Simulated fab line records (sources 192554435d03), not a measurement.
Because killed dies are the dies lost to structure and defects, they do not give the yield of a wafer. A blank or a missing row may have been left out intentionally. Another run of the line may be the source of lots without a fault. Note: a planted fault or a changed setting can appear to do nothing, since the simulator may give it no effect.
fab line records	flow n5Finfet
[record] lots = 24	wafers = 72	lastDay = 18
route steps=1938 shown BEOL_M8@1345 BEOL_M9@1415
lots untouched by any fault: they come from a run of this same line in which no faults occurred
startH: start of the lot's first displayed wafer, in hours after the record's first day	waitH: hours elapsed since this lot's preceding step	" same as the row above	L1.1+2: a single row standing in for several wafers	- no value present, or no start provided	* or withheld: withheld	< > ~ a bound
route shown NAME@n: NAME is a module with steps in the file, n the number in the route of the first one	usual: the fault-free wafers' mean and standard deviation	same: alike in all rows	chamber/n: place in a boat	sites: the reading at each site	_std_site: how widely they spread, as a standard deviation	_edge_site: inner sites' mean taken away from outer sites' mean	radiusMm: for every site, how far away it sits from the centre of the wafer	mask NAME#n: copy n	behind: tool/chamber where the wafer was last shaped	hold: the reason the lot was held/the length of the hold in hours/how it ended	device: names the non-switching transistor (n, p or np)	end of line: tests of these same wafers at the route's end	step lacking rows: just its recipe	killed: count of dies lost to structure and defects at first sort (not the wafer's yield)	map: a wafer's dies, x killed, . not, _ none there
set.NAME: the setting that was run; set.NAME@STEP: the one run at that earlier step	model.NAME: the simulator's own value behind a step, which no gauge read
the route's steps for a sample of lots (tables are steps, rows are wafers)
services: from which hour (startH, from the record's first day; less than 0 if before it) a tool's chamber was out of use, for how many hours, and why
[[steps]]
[step N5_BEOL_M8_CD_MEAS_11]
[recipe] targetCdNm = 38.5	landingEnergyEv = 500	detector = seInlens	polarity = opening
[usual] cdNm = 38.4/0.4
lot.wafer	tool	chamber	startH	waitH	cdNm
L074.1	cdSem-02	0	203.21	-	38.4
L074.4	"	0	"	"	38.4
L074.5	"	0	"	"	38.1
L076.1	cdSem-02	0	218.92	-	38.9
L076.3	"	0	"	"	38.6
L076.5	"	0	"	"	39.1
L075.3	cdSem-02	0	237.67	-	38.5
L075.5	"	0	"	"	37.9
L075.6	"	0	"	"	38.7
L078.1	cdSem-02	0	238.07	-	38.3
L078.4	"	0	"	"	37.9
L078.5	"	0	"	"	37.8
L077.1	cdSem-01	0	248.60	-	37.7
L077.5	"	0	"	"	38.6
L077.6	"	0	"	"	38.4
L083.1	cdSem-01	0	260.65	-	38.0
L083.2	"	0	"	"	38.4
L083.5	"	0	"	"	38.1
L079.2	cdSem-01	0	265.24	-	38.5
L079.4	"	0	"	"	38.9
L079.6	"	0	"	"	38.7
L081.1	cdSem-02	0	270.63	-	38.7
L081.2	"	0	"	"	38.5
L081.5	"	0	"	"	38.2
L080.1	cdSem-01	0	273.89	-	38.6
L080.2	"	0	"	"	38.9
L080.5	"	0	"	"	38.6
L084.1	cdSem-03	0	284.76	-	39.0
L084.4	"	0	"	"	38.3
L084.5	"	0	"	"	38.4
L082.2	cdSem-01	0	284.99	-	38.2
L082.4	"	0	"	"	38.6
L082.5	"	0	"	"	37.8
L087.3	cdSem-02	0	285.43	-	38.1
L087.5	"	0	"	"	38.1
L087.6	"	0	"	"	38.0
L085.2	cdSem-03	0	296.68	-	39.0
L085.5	"	0	"	"	39.0
L085.6	"	0	"	"	38.6
L086.1	cdSem-02	0	303.04	-	38.4
L086.3	"	0	"	"	38.9
L086.4	"	0	"	"	38.3
L090.1	cdSem-01	0	307.62	-	38.2
L090.4	"	0	"	"	38.0
L090.5	"	0	"	"	38.3
L088.1	cdSem-01	0	308.75	-	38.9
L088.2	"	0	"	"	39.0
L088.3	"	0	"	"	39.1
L089.1	cdSem-02	0	317.71	-	39.0
L089.4	"	0	"	"	38.3
L089.6	"	0	"	"	38.7
L091.1	cdSem-02	0	331.37	-	37.9
L091.4	"	0	"	"	38.3
L091.5	"	0	"	"	38.3
L092.1	cdSem-03	0	332.40	-	39.2
L092.4	"	0	"	"	38.5
L092.5	"	0	"	"	38.1
L093.1	cdSem-03	0	336.59	-	38.9
L093.4	"	0	"	"	39.1
L093.6	"	0	"	"	38.7
L096.1	cdSem-02	0	338.98	-	38.7
L096.3	"	0	"	"	38.5
L096.5	"	0	"	"	37.8
L094.1	cdSem-03	0	339.52	-	38.2
L094.5	"	0	"	"	38.4
L094.6	"	0	"	"	39.0
L095.3	cdSem-03	0	344.38	-	38.2
L095.5	"	0	"	"	38.4
L095.6	"	0	"	"	38.2
L097.2	cdSem-01	0	363.54	-	38.1
L097.4	"	0	"	"	38.3
L097.6	"	0	"	"	38.7
[step N5_BEOL_M8_VIA_ETCH_34]
[recipe] chemistry = C4F6/O2	target = SiCOH_lowk	targetDepthA = 1255	maskMaterial = SOC	taperDeg = 4	timeS = 50.5	ionEnergyEv = 250	pressureMtorr = 30	sourceW = 345	biasW = 185	Ar_flow_sccm = 300	C4F6_flow_sccm = 10	O2_flow_sccm = 10
[usual] O2_flow_sccm = 10.00/0.032	drypumpMotorCurrentA = 5.8/0.43	oes_ar_750_au = 0.78/0.067	oesProductAu = 0.78/0.071	rfFwdPowerW = 340.9/1.6	rfVppV = 666/4.4	showerheadPlenumPTorr = 2.86/0.091	throttleValvePct = 21.00/0.29
lot.wafer	tool	chamber	startH	waitH	O2_flow_sccm	drypumpMotorCurrentA	oes_ar_750_au	oesProductAu	rfFwdPowerW	rfHoursCounterH	rfVppV	showerheadPlenumPTorr	throttleValvePct
L074.1	rieDiel-03	0	206.43	0.0	10.00	6.0	0.71	0.70	344.4	231	669	2.93	21.20
L074.4	"	3	"	"	9.99	5.1	0.70	0.69	341.5	229	661	2.71	21.11
L074.5	"	3	"	"	10.01	5.1	0.70	0.69	338.3	-	662	2.71	21.12
L076.1	rieDiel-03	2	220.94	0.0	10.02	5.6	0.78	0.79	341.1	120	672	2.97	21.05
L076.3	"	0	"	"	10.00	6.0	0.71	0.70	342.6	236	671	2.92	21.24
L076.5	"	1	"	"	9.97	5.8	0.87	0.86	339.9	-	666	3.01	20.63
L075.3	rieDiel-06	2	239.15	0.0	10.01	6.9	0.74	0.73	342.2	199	670	2.84	21.45
L075.5	"	3	"	"	9.99	5.5	0.82	0.82	341.5	-	671	2.87	20.79
L075.6	"	2	"	"	10.00	6.8	0.74	0.73	341.4	-	671	2.84	21.43
L078.1	rieDiel-01	0	239.67	0.0	9.98	5.5	0.85	0.85	342.4	55	669	2.78	21.27
L078.4	"	2	"	"	10.02	5.9	0.71	0.71	343.4	208	674	2.94	21.12
L078.5	"	3	"	"	10.01	6.1	0.87	0.87	342.1	-	666	2.78	20.41
L077.1	rieDiel-06	0	250.08	0.0	10.01	5.8	0.74	0.74	338.8	161	664	2.84	20.98
L077.5	"	0	"	"	10.06	5.7	0.74	0.74	340.1	-	662	2.84	20.98
L077.6	"	1	"	"	9.97	5.8	0.81	0.80	338.8	-	660	2.76	21.21
L083.1	rieDiel-03	1	264.44	0.0	10.00	5.8	0.85	0.85	341.1	63	664	3.01	20.65
L083.2	"	2	"	"	10.07	5.7	0.77	0.77	341.0	135	670	2.97	21.07
L083.5	"	2	"	"	10.02	5.6	0.77	0.78	339.4	-	670	2.97	21.07
L079.2	rieDiel-01	1	270.28	0.0	10.01	5.5	0.78	0.79	342.7	138	662	2.85	20.55
L079.4	"	0	"	"	10.03	5.5	0.83	0.85	344.8	65	668	2.78	21.28
L079.6	"	0	"	"	9.96	5.5	0.84	0.85	343.4	-	668	2.78	21.29
L081.1	rieDiel-03	3	272.76	0.0	9.97	5.1	0.69	0.68	340.0	250	661	2.70	21.15
L081.2	"	2	"	"	10.01	5.6	0.77	0.77	341.7	139	672	2.96	21.08
L081.5	"	1	"	"	10.03	5.8	0.84	0.84	340.5	-	664	3.00	20.65
L080.1	rieDiel-03	3	275.22	0.0	10.00	5.1	0.68	0.67	340.5	252	661	2.70	21.14
L080.2	"	1	"	"	10.01	5.8	0.85	0.84	340.4	69	664	3.00	20.65
L080.5	"	3	"	"	9.99	5.1	0.69	0.67	340.9	-	662	2.70	21.15
L084.1	rieDiel-03	1	288.70	0.0	10.05	5.8	0.83	0.84	340.0	73	663	3.00	20.65
L084.4	"	2	"	"	10.06	5.7	0.76	0.76	340.1	-	671	2.96	21.08
L084.5	"	1	"	"	10.01	5.8	0.83	0.84	339.6	-	664	3.00	20.64
L082.2	rieDiel-06	2	289.04	0.0	10.02	6.9	0.73	0.71	341.0	218	671	2.83	21.46
L082.4	"	3	"	"	9.98	5.4	0.81	0.79	340.8	126	670	2.86	20.81
L082.5	"	1	"	"	9.95	5.8	0.80	0.80	338.8	-	659	2.75	21.23
L087.3	rieDiel-06	0	289.44	0.0	10.05	5.8	0.73	0.73	338.1	177	664	2.84	21.00
L087.5	"	2	"	"	10.00	6.8	0.72	0.71	339.2	-	669	2.83	21.45
L087.6	"	3	"	"	9.98	5.4	0.81	0.79	343.4	-	670	2.86	20.80
L085.2	rieDiel-06	1	298.82	0.0	9.99	5.8	0.80	0.79	339.5	117	661	2.75	21.21
L085.5	"	0	"	"	9.93	5.7	0.73	0.72	337.8	-	663	2.84	21.02
L085.6	"	3	"	"	9.93	5.4	0.80	0.80	341.6	-	671	2.86	20.81
L086.1	rieDiel-06	0	304.45	0.0	9.94	5.8	0.72	0.72	338.2	183	663	2.83	21.03
L086.3	"	3	"	"	9.96	5.4	0.80	0.79	341.2	132	669	2.86	20.82
L086.4	"	1	"	"	10.02	5.8	0.80	0.79	339.0	119	660	2.75	21.24
L088.1	rieDiel-06	2	310.63	0.0	10.05	6.8	0.71	0.71	339.9	227	670	2.82	21.48
L088.2	"	0	"	"	9.93	5.8	0.73	0.72	338.9	185	662	2.83	21.02
L088.3	"	3	"	"	9.96	5.4	0.80	0.79	341.1	134	671	2.86	20.83
L090.1	rieDiel-03	0	310.85	0.0	10.03	6.0	0.95	0.97	342.6	11	670	2.91	20.93
L090.4	"	3	"	"	10.04	5.1	0.98	0.99	341.4	3	672	3.04	20.80
L090.5	"	2	"	"	9.98	5.7	0.76	0.76	340.7	-	671	2.96	21.09
L089.1	rieDiel-01	2	319.72	0.0	9.96	5.9	0.69	0.69	340.2	235	673	2.92	21.16
L089.4	"	0	"	"	9.98	5.5	0.81	0.82	341.7	81	668	2.77	21.31
L089.6	"	2	"	"	9.93	5.9	0.69	0.70	341.5	-	674	2.92	21.15
L091.1	rieDiel-03	1	333.94	0.0	10.03	5.8	0.81	0.82	342.3	88	663	2.99	20.68
L091.4	"	1	"	"	10.01	5.8	0.82	0.82	341.4	-	663	2.99	20.68
L091.5	"	3	"	"	9.99	5.1	0.94	0.95	340.3	-	672	3.03	20.82
L092.1	rieDiel-06	0	334.11	0.0	10.04	5.7	0.72	0.71	339.5	193	663	2.83	21.06
L092.4	"	1	"	"	9.97	5.8	0.78	0.77	339.8	131	659	2.74	21.25
L092.5	"	1	"	"	10.01	5.7	0.78	0.76	339.8	-	659	2.74	21.23
L093.1	rieDiel-01	2	338.50	0.0	10.02	5.8	0.69	0.69	342.7	242	672	2.92	21.18
L093.4	"	0	"	"	9.99	5.5	0.80	0.81	342.0	88	669	2.77	21.30
L093.6	"	0	"	"	9.99	5.5	0.81	0.81	340.7	-	667	2.77	21.33
L096.1	rieDiel-06	2	344.02	0.0	9.99	6.9	0.70	0.69	341.6	238	671	2.82	21.49
L096.3	"	1	"	"	10.01	5.8	0.78	0.76	339.0	135	659	2.74	21.26
L096.5	"	0	"	"	9.98	5.8	0.71	0.71	339.8	-	662	2.83	21.03
L094.1	rieDiel-01	3	344.25	0.0	9.97	6.1	0.82	0.82	342.4	62	665	2.76	20.47
L094.5	"	1	"	"	9.98	5.5	0.76	0.76	343.2	-	663	2.84	20.59
L094.6	"	0	"	"	10.00	5.5	0.81	0.81	342.7	-	667	2.77	21.32
L095.3	rieDiel-06	2	345.70	0.0	9.97	6.8	0.71	0.69	340.0	239	670	2.82	21.49
L095.5	"	2	"	"	10.03	6.8	0.71	0.70	341.9	-	671	2.82	21.50
L095.6	"	1	"	"	10.01	5.8	0.77	0.77	340.0	-	660	2.74	21.28
L097.2	rieDiel-01	1	364.82	0.0	10.02	5.5	0.76	0.75	342.6	173	663	2.84	20.62
L097.4	"	0	"	"	10.03	5.5	0.80	0.80	341.0	-	668	2.77	21.34
L097.6	"	1	"	"	10.01	5.5	0.75	0.76	341.8	-	663	2.84	20.61
[step N5_BEOL_M8_OCD_MEAS_38]
[usual] trenchDepthNm = 92.8/1.3
lot.wafer	tool	chamber	startH	waitH	trenchDepthNm
L074.1	ocd-01	-	206.67	-	91.0
L074.4	"	-	"	"	90.9
L074.5	"	-	"	"	90.2
L076.1	ocd-02	-	221.19	-	93.6
L076.3	"	-	"	"	92.7
L076.5	"	-	"	"	93.4
L075.3	ocd-02	-	239.41	-	93.0
L075.5	"	-	"	"	95.4
L075.6	"	-	"	"	91.7
L078.1	ocd-02	-	239.91	-	93.8
L078.4	"	-	"	"	91.6
L078.5	"	-	"	"	94.1
L077.1	ocd-01	-	250.33	-	92.0
L077.5	"	-	"	"	91.8
L077.6	"	-	"	"	92.6
L083.1	ocd-02	-	264.69	-	92.1
L083.2	"	-	"	"	91.8
L083.5	"	-	"	"	92.8
L079.2	ocd-01	-	270.53	-	93.9
L079.4	"	-	"	"	92.8
L079.6	"	-	"	"	93.8
L081.1	ocd-02	-	273.01	-	90.6
L081.2	"	-	"	"	92.2
L081.5	"	-	"	"	92.2
L080.1	ocd-02	-	275.48	-	89.9
L080.2	"	-	"	"	92.6
L080.5	"	-	"	"	90.2
L084.1	ocd-02	-	288.95	-	92.1
L084.4	"	-	"	"	93.4
L084.5	"	-	"	"	92.4
L082.2	ocd-01	-	289.29	-	92.9
L082.4	"	-	"	"	94.2
L082.5	"	-	"	"	93.8
L087.3	ocd-02	-	289.69	-	92.3
L087.5	"	-	"	"	91.7
L087.6	"	-	"	"	93.8
L085.2	ocd-02	-	299.07	-	93.7
L085.5	"	-	"	"	91.8
L085.6	"	-	"	"	93.8
L086.1	ocd-02	-	304.70	-	93.7
L086.3	"	-	"	"	95.0
L086.4	"	-	"	"	94.3
L088.1	ocd-01	-	310.88	-	91.1
L088.2	"	-	"	"	91.4
L088.3	"	-	"	"	92.9
L090.1	ocd-02	-	311.10	-	93.7
L090.4	"	-	"	"	92.5
L090.5	"	-	"	"	92.6
L089.1	ocd-02	-	319.97	-	92.4
L089.4	"	-	"	"	92.7
L089.6	"	-	"	"	93.7
L091.1	ocd-02	-	334.19	-	92.2
L091.4	"	-	"	"	92.9
L091.5	"	-	"	"	94.6
L092.1	ocd-01	-	334.36	-	93.9
L092.4	"	-	"	"	92.9
L092.5	"	-	"	"	93.7
L093.1	ocd-02	-	338.75	-	92.3
L093.4	"	-	"	"	93.2
L093.6	"	-	"	"	93.2
L096.1	ocd-02	-	344.27	-	90.2
L096.3	"	-	"	"	92.3
L096.5	"	-	"	"	92.7
L094.1	ocd-02	-	344.50	-	93.9
L094.5	"	-	"	"	93.9
L094.6	"	-	"	"	91.9
L095.3	ocd-02	-	345.95	-	90.9
L095.5	"	-	"	"	91.2
L095.6	"	-	"	"	93.3
L097.2	ocd-01	-	365.07	-	93.0
L097.4	"	-	"	"	92.0
L097.6	"	-	"	"	92.8
[step N5_BEOL_M8_PRE_CLEAN_45]
[recipe] gas = H2/He	timeS = 30	tempC = 250
[usual] heaterPowerW = 323/26
lot.wafer	tool	chamber	startH	waitH	heaterPowerW
L074.1	pvdSputter-03	-	208.18	0.0	341
L074.4	"	-	"	"	324
L074.5	"	-	"	"	315
L076.1	pvdSputter-03	-	222.39	0.0	347
L076.3	"	-	"	"	329
L076.5	"	-	"	"	299
L075.3	pvdSputter-02	-	243.64	0.0	360
L075.5	"	-	"	"	334
L075.6	"	-	"	"	301
L078.1	pvdSputter-03	-	243.73	0.0	332
L078.4	"	-	"	"	287
L078.5	"	-	"	"	320
L077.1	pvdSputter-02	-	251.29	0.0	329
L077.5	"	-	"	"	368
L077.6	"	-	"	"	335
L083.1	pvdSputter-03	-	265.33	0.0	347
L083.2	"	-	"	"	321
L083.5	"	-	"	"	321
L079.2	pvdSputter-01	-	271.85	0.0	259
L079.4	"	-	"	"	283
L079.6	"	-	"	"	312
L081.1	pvdSputter-01	-	275.45	0.0	292
L081.2	"	-	"	"	248
L081.5	"	-	"	"	288
L080.1	pvdSputter-02	-	276.28	0.0	309
L080.2	"	-	"	"	318
L080.5	"	-	"	"	316
L084.1	pvdSputter-02	-	289.79	0.0	298
L084.4	"	-	"	"	359
L084.5	"	-	"	"	319
L082.2	pvdSputter-02	-	289.87	0.0	314
L082.4	"	-	"	"	371
L082.5	"	-	"	"	332
L087.3	pvdSputter-02	-	290.55	0.0	336
L087.5	"	-	"	"	365
L087.6	"	-	"	"	334
L085.2	pvdSputter-03	-	299.85	0.0	336
L085.5	"	-	"	"	334
L085.6	"	-	"	"	331
L086.1	pvdSputter-01	-	305.54	0.0	250
L086.3	"	-	"	"	302
L086.4	"	-	"	"	287
L088.1	pvdSputter-02	-	311.78	0.0	355
L088.2	"	-	"	"	307
L088.3	"	-	"	"	335
L090.1	pvdSputter-02	-	313.89	0.0	326
L090.4	"	-	"	"	312
L090.5	"	-	"	"	335
L089.1	pvdSputter-02	-	320.71	0.0	306
L089.4	"	-	"	"	366
L089.6	"	-	"	"	316
L091.1	pvdSputter-01	-	334.90	0.0	255
L091.4	"	-	"	"	291
L091.5	"	-	"	"	304
L092.1	pvdSputter-02	-	335.16	0.0	370
L092.4	"	-	"	"	304
L092.5	"	-	"	"	355
L093.1	pvdSputter-02	-	339.82	0.0	370
L093.4	"	-	"	"	299
L093.6	"	-	"	"	303
L096.1	pvdSputter-02	-	344.87	0.0	318
L096.3	"	-	"	"	345
L096.5	"	-	"	"	348
L094.1	pvdSputter-02	-	345.31	0.0	318
L094.5	"	-	"	"	334
L094.6	"	-	"	"	355
L095.3	pvdSputter-02	-	346.95	0.0	341
L095.5	"	-	"	"	318
L095.6	"	-	"	"	310
L097.2	pvdSputter-02	-	366.32	0.0	325
L097.4	"	-	"	"	370
L097.6	"	-	"	"	338
[step N5_BEOL_M8_SPUTTER_48]
[recipe] material = Cu	targetThkA = 100	tempC = -20	biasV = 60	powerW = 26000	chamberPressurePa = 0.13	timeS = 1.667
[usual] throttleValvePct = 29.5/0.78
lot.wafer	tool	chamber	startH	waitH	throttleValvePct
L074.1	pvdSputter-01	-	208.80	0.1	29.6
L074.4	"	-	"	"	28.5
L074.5	"	-	"	"	29.5
L076.1	pvdSputter-01	-	223.05	0.1	28.3
L076.3	"	-	"	"	29.8
L076.5	"	-	"	"	29.8
L075.3	pvdSputter-03	-	244.35	0.1	28.4
L075.5	"	-	"	"	29.6
L075.6	"	-	"	"	30.2
L078.1	pvdSputter-03	-	244.43	0.2	30.3
L078.4	"	-	"	"	29.1
L078.5	"	-	"	"	28.7
L077.1	pvdSputter-01	-	252.07	0.1	30.1
L077.5	"	-	"	"	30.0
L077.6	"	-	"	"	28.3
L083.1	pvdSputter-02	-	267.83	1.8	30.5
L083.2	"	-	"	"	28.2
L083.5	"	-	"	"	27.9
L079.2	pvdSputter-01	-	272.61	0.2	30.5
L079.4	"	-	"	"	30.0
L079.6	"	-	"	"	29.9
L081.1	pvdSputter-01	-	276.03	0.1	30.1
L081.2	"	-	"	"	29.7
L081.5	"	-	"	"	29.7
L080.1	pvdSputter-02	-	278.50	1.5	30.6
L080.2	"	-	"	"	29.1
L080.5	"	-	"	"	29.7
L084.1	pvdSputter-02	-	290.43	0.1	28.1
L084.4	"	-	"	"	29.8
L084.5	"	-	"	"	30.3
L082.2	pvdSputter-01	-	290.59	0.1	29.6
L082.4	"	-	"	"	30.4
L082.5	"	-	"	"	29.8
L087.3	pvdSputter-01	-	291.12	0.1	29.9
L087.5	"	-	"	"	30.5
L087.6	"	-	"	"	29.8
L085.2	pvdSputter-02	-	300.55	0.2	30.1
L085.5	"	-	"	"	30.4
L085.6	"	-	"	"	28.2
L086.1	pvdSputter-02	-	306.85	0.8	29.6
L086.3	"	-	"	"	27.9
L086.4	"	-	"	"	29.2
L088.1	pvdSputter-02	-	314.03	0.1	29.2
L088.2	"	-	"	"	28.2
L088.3	"	-	"	"	30.6
L090.1	pvdSputter-03	-	314.48	0.1	28.6
L090.4	"	-	"	"	30.3
L090.5	"	-	"	"	28.9
L089.1	pvdSputter-03	-	321.68	0.2	28.5
L089.4	"	-	"	"	29.5
L089.6	"	-	"	"	30.5
L091.1	pvdSputter-02	-	335.52	0.1	29.3
L091.4	"	-	"	"	30.3
L091.5	"	-	"	"	29.6
L092.1	pvdSputter-01	-	335.86	0.2	29.9
L092.4	"	-	"	"	29.8
L092.5	"	-	"	"	29.8
L093.1	pvdSputter-03	-	340.60	0.1	29.0
L093.4	"	-	"	"	29.7
L093.6	"	-	"	"	28.4
L096.1	pvdSputter-03	-	345.42	0.1	29.5
L096.3	"	-	"	"	30.3
L096.5	"	-	"	"	28.8
L094.1	pvdSputter-02	-	346.39	0.1	30.5
L094.5	"	-	"	"	29.4
L094.6	"	-	"	"	29.1
L095.3	pvdSputter-02	-	347.63	0.1	27.8
L095.5	"	-	"	"	29.8
L095.6	"	-	"	"	29.2
L097.2	pvdSputter-01	-	368.63	0.1	28.5
L097.4	"	-	"	"	30.9
L097.6	"	-	"	"	30.5
[step N5_BEOL_M9_OVL_MEAS_12]
[recipe] pointsPerWafer = 44
[usual] M9_OVL = 0.3/0.65
lot.wafer	tool	chamber	startH	waitH	M9_OVL[nm]
L074.1	overlay-01	0	211.84	0.0	-0.4
L074.4	"	0	"	"	0.2
L074.5	"	0	"	"	0.1
L076.1	overlay-01	0	227.02	0.0	0.6
L076.3	"	0	"	"	0.4
L076.5	"	0	"	"	0.8
L075.3	overlay-02	0	247.63	0.0	0.0
L075.5	"	0	"	"	0.8
L075.6	"	0	"	"	-0.8
L078.1	overlay-02	0	248.49	0.0	1.1
L078.4	"	0	"	"	1.4
L078.5	"	0	"	"	1.5
L077.1	overlay-01	0	256.87	0.0	0.5
L077.5	"	0	"	"	-0.6
L077.6	"	0	"	"	0.5
L083.1	overlay-01	0	270.63	0.0	-1.2
L083.2	"	0	"	"	-0.8
L083.5	"	0	"	"	-1.4
L079.2	overlay-02	0	276.22	0.0	-0.3
L079.4	"	0	"	"	1.1
L079.6	"	0	"	"	0.1
L081.1	overlay-01	0	280.09	0.0	0.4
L081.2	"	0	"	"	0.0
L081.5	"	0	"	"	0.7
L080.1	overlay-02	0	281.36	0.0	0.2
L080.2	"	0	"	"	0.2
L080.5	"	0	"	"	0.0
L084.1	overlay-02	0	294.59	0.0	0.3
L084.4	"	0	"	"	0.1
L084.5	"	0	"	"	0.9
L082.2	overlay-01	0	294.76	0.0	0.0
L082.4	"	0	"	"	0.0
L082.5	"	0	"	"	0.5
L087.3	overlay-02	0	295.11	0.0	1.0
L087.5	"	0	"	"	-0.3
L087.6	"	0	"	"	-0.1
L085.2	overlay-02	0	303.77	0.0	-1.3
L085.5	"	0	"	"	0.6
L085.6	"	0	"	"	-0.6
L086.1	overlay-01	0	311.56	0.0	0.2
L086.3	"	0	"	"	0.2
L086.4	"	0	"	"	0.1
L088.1	overlay-02	0	317.73	0.0	-0.7
L088.2	"	0	"	"	-0.8
L088.3	"	0	"	"	0.2
L090.1	overlay-01	0	317.94	0.0	0.1
L090.4	"	0	"	"	-0.4
L090.5	"	0	"	"	-0.1
L089.1	overlay-01	0	325.35	0.0	0.3
L089.4	"	0	"	"	0.1
L089.6	"	0	"	"	0.0
L091.1	overlay-02	0	339.17	0.0	0.3
L091.4	"	0	"	"	0.0
L091.5	"	0	"	"	1.1
L092.1	overlay-01	0	339.33	0.0	0.5
L092.4	"	0	"	"	1.4
L092.5	"	0	"	"	0.6
L093.1	overlay-01	0	344.68	0.0	0.5
L093.4	"	0	"	"	0.2
L093.6	"	0	"	"	0.5
L096.1	overlay-01	0	348.05	0.0	0.5
L096.3	"	0	"	"	0.4
L096.5	"	0	"	"	0.6
L094.1	overlay-01	0	350.15	0.0	0.8
L094.5	"	0	"	"	0.3
L094.6	"	0	"	"	0.2
L095.3	overlay-02	0	350.77	0.0	1.0
L095.5	"	0	"	"	0.5
L095.6	"	0	"	"	0.3
L097.2	overlay-02	0	372.31	0.0	0.2
L097.4	"	0	"	"	-0.3
L097.6	"	0	"	"	0.9
[[services]]
tool	chamber	startH	hours	kind
pvdSputter-02	-	185.64	12.6	repair
rieDiel-03	1	191.39	1.3	repair
rieDiel-01	1	247.05	2.6	repair
rieDiel-03	3	247.54	9.3	repair
rieDiel-03	0	259.40	-	clean
rieDiel-03	0	259.40	-	consumableReplace:focusRing
rieDiel-03	0	259.40	20.5	scheduledDown
rieDiel-03	0	259.40	20.5	ventCycle
rieDiel-03	-	267.25	1.6	repair
rieDiel-03	3	279.88	-	clean
rieDiel-03	3	279.88	-	consumableReplace:focusRing
rieDiel-03	3	279.88	-	consumableReplace:showerhead
rieDiel-03	3	279.88	20.9	scheduledDown
rieDiel-03	3	279.88	20.9	ventCycle
rieDiel-03	2	330.71	4.4	repair
rieDiel-01	2	357.51	-	clean
rieDiel-01	2	357.51	-	consumableReplace:focusRing
rieDiel-01	2	357.51	16.1	scheduledDown
rieDiel-01	2	357.51	16.1	ventCycle
[[key]]
fault none
